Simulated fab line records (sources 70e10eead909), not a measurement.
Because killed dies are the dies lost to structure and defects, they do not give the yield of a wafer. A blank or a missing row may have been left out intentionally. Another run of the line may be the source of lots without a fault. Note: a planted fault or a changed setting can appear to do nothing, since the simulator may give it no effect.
One fault seen from 3 desks :: flow nand-harc :: only its own numbers are on each desk; what lay behind them is given at the end

## DESK OF THE TOOL OWNER: litho-track-04
The tool's own readings at NHARC_A_M0_PEB_07 (peb time 65 s): means of the sampled wafers that have a number, for each lot that ran on this tool. The brackets show how far a lot's mean lies from the usual mean; more than 4 standard deviations puts the lot out of limits, marked OUT.
Columns: A = heater-power-total-W at NHARC_A_M0_PEB_07, usual 156.7 W
lot: L513
first seen here: day 23 08:17
A: 156.2

lot: L517
first seen here: day 23 16:49
A: 156.0

lot: L516
first seen here: day 23 20:52
A: 156.1

lot: L521
first seen here: day 23 21:44
A: 156.7

lot: L528
first seen here: day 25 05:17
A: 162.4 (+14) OUT

lot: L523
first seen here: day 26 01:43
A: 162.3 (+14) OUT
This desk finds L523, L528 out of limits, L528 being first, at day 25 05:17 (heater-power-total-W at NHARC_A_M0_PEB_07). In limits: L513, L517, L516, L521.

## THE DEFECT DESK
Lot by lot, what the route's inspections counted, given as the mean of those sampled wafers with a number. The brackets show how far a lot's mean lies from the usual mean; more than 4 standard deviations puts the lot out of limits, marked OUT.
Columns: A = raw-defect-count at NHARC_A_BLC_INSPECT_12, usual 31; B = raw-defect-count at NHARC_A_BLC_INSPECT_28, usual 426
lot: L515
first seen here: day 21 21:40
A: 13
B: 373

lot: L513
first seen here: day 22 03:25
A: 10
B: 346

lot: L512
first seen here: day 22 05:29
A: 46
B: 476

lot: L517
first seen here: day 22 14:04
A: 27
B: 352

lot: L516
first seen here: day 22 20:45
A: 18
B: 289

lot: L521
first seen here: day 22 21:37
A: 32
B: 447

lot: L528
first seen here: day 24 03:56
A: 38
B: 672

lot: L529
first seen here: day 24 04:40
A: 11
B: 369

lot: L532
first seen here: day 24 09:20
A: 57
B: 322

lot: L531
first seen here: day 24 14:26
A: 23
B: 347

lot: L523
first seen here: day 25 06:05
A: 51
B: 547
This desk's finding: nothing out of limits on any of the 11 lots.

## FROM THE METROLOGY DESK
Means of the sampled wafers that have a number, per lot and without regard to the tool the lot ran on: this is what the gauges read. The brackets show how far a lot's mean lies from the usual mean; more than 4 standard deviations puts the lot out of limits, marked OUT.
Columns: A = cd-nm at NHARC_A_M0_CD_MEAS_09, usual 79.7 nm
lot: L515
first seen here: day 23 04:32
A: 80.1

lot: L513
first seen here: day 23 08:22
A: 78.7

lot: L512
first seen here: day 23 08:49
A: 79.5

lot: L517
first seen here: day 23 16:55
A: 78.7

lot: L516
first seen here: day 23 20:56
A: 79.2

lot: L521
first seen here: day 23 21:49
A: 80.1

lot: L528
first seen here: day 25 05:22
A: 77.4

lot: L529
first seen here: day 25 05:34
A: 80.9

lot: L532
first seen here: day 25 10:02
A: 79.8

lot: L531
first seen here: day 25 11:32
A: 80.2

lot: L523
first seen here: day 26 01:47
A: 76.4 (-4.5) OUT
This desk finds L523 out of limits, L523 being first, at day 26 01:47 (cd-nm at NHARC_A_M0_CD_MEAS_09). In limits: L515, L513, L512, L517, L516, L521, L528, L529, L532, L531.

## TAKEN TOGETHER
On L523, L528, at day 25 05:17, an alarm was possible from the tool owner's desk.
On L523, the metrology desk was in a position to raise an alarm at day 26 01:47.
No out-of-limits result turned up at the defect desk.
The defect desk has L523, L528 on record, within its limits.
The metrology desk holds a record of L528, inside its limits.
The lots listed all ran NHARC_A_M0_PEB_07 on litho-track-04.

## WHAT WAS PUT IN BY THE SIMULATOR
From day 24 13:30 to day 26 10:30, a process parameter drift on litho-track-04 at NHARC_A_M0_PEB_07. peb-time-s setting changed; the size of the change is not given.
Lots struck among those shown: L523, L528.
Delay (hours) between the fault's onset and each desk's first out-of-limits reading: 16 at the tool owner's desk, 36 at the metrology desk.
